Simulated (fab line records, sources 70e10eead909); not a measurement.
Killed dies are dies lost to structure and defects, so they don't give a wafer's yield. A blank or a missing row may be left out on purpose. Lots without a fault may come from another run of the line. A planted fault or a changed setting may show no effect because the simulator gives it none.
Chamber matching | flow nand_harc | NHARC_P_M1_STRIP_18 on rie_diel-09: 4 sister chambers
The step strips in N2/H2. 22 wafers are shown with their chamber, then 11 later ones without.

WAFERS WITH THEIR CHAMBER
wafer  | chamber | showerhead_plenum_p_Torr (Torr) | drypump_motor_current_A (A) | oes_product_au (a.u.)
L075.1 | 0       | 1.91                            | 5.4                         | 1.011
L075.3 | 1       | 2.08                            | 5.4                         | 1.008
L075.4 | 1       | 2.08                            | 5.4                         | 1.011
L076.1 | 0       | 1.91                            | 5.3                         | 0.996
L076.4 | 0       | 1.91                            | 5.3                         | 0.999
L076.6 | 2       | 2.06                            | 5.9                         | 0.974
L080.2 | 3       | 1.98                            | 5.0                         | 0.996
L080.4 | 1       | 2.08                            | 5.4                         | 1.001
L080.6 | 2       | 2.05                            | 5.9                         | 0.995
L083.1 | 3       | 1.98                            | 5.0                         | 0.983
L083.2 | 2       | 2.05                            | 5.9                         | 0.996
L083.3 | 0       | 1.91                            | 5.3                         | 1.000
L084.2 | 3       | 1.98                            | 5.0                         | 0.977
L084.3 | 2       | 2.05                            | 5.9                         | 1.002
L084.6 | 2       | 2.05                            | 5.9                         | 1.014
L085.4 | 0       | 1.91                            | 5.3                         | 0.993
L085.5 | 3       | 1.98                            | 5.0                         | 0.988
L085.6 | 0       | 1.91                            | 5.3                         | 1.005
L087.2 | 3       | 1.98                            | 5.0                         | 0.986
L087.3 | 1       | 2.08                            | 5.3                         | 1.008
L087.6 | 3       | 1.98                            | 5.0                         | 0.981
L088.3 | 0       | 1.90                            | 5.3                         | 1.000

SIGNATURES (means of the wafers above)
reading                  | chamber 0 | chamber 1 | chamber 2 | chamber 3 | scatter within a chamber
showerhead_plenum_p_Torr | 1.9086    | 2.0800    | 2.0520    | 1.9800    | 0.00303
drypump_motor_current_A  | 5.314     | 5.375     | 5.900     | 5.000     | 0.0299
oes_product_au           | 1.00057   | 1.00700   | 0.99620   | 0.98517   | 0.00857
Rule: a wafer's distance from a chamber is the root of the sum, over the readings, of the square of ((its reading less the chamber's mean) divided by the reading's scatter). The wafer belongs to the nearest chamber; if the next one is less than 2 further off, it can't be placed. The scatter: the root of (the sum of the squares of (reading less its chamber's mean) over the shown wafers, divided by (wafers less chambers)).

WAFERS WITHOUT THEIR CHAMBER
wafer  | showerhead_plenum_p_Torr (Torr) | drypump_motor_current_A (A) | oes_product_au (a.u.)
L088.4 | 2.08                            | 5.4                         | 1.016
L088.6 | 1.97                            | 5.0                         | 0.991
L089.3 | 2.08                            | 5.4                         | 1.004
L089.4 | 1.90                            | 5.3                         | 1.008
L089.5 | 2.08                            | 5.4                         | 0.999
L090.2 | 1.97                            | 5.0                         | 0.987
L090.3 | 2.05                            | 5.9                         | 1.005
L090.6 | 2.05                            | 5.9                         | 0.991
L092.3 | 2.05                            | 5.9                         | 0.994
L092.4 | 1.98                            | 5.1                         | 0.990
L092.5 | 1.97                            | 5.1                         | 0.981

WHICH CHAMBER EACH WENT THROUGH
wafer  | from the rows above | in truth
L088.4 | 1                   | 1
L088.6 | 3                   | 3
L089.3 | 1                   | 1
L089.4 | 0                   | 0
L089.5 | 1                   | 1
L090.2 | 3                   | 3
L090.3 | 2                   | 2
L090.6 | 2                   | 2
L092.3 | 2                   | 2
L092.4 | 3                   | 3
L092.5 | 3                   | 3
Placed correctly: 11 of 11. Can't be placed from these rows: 0. Placed wrongly: 0.
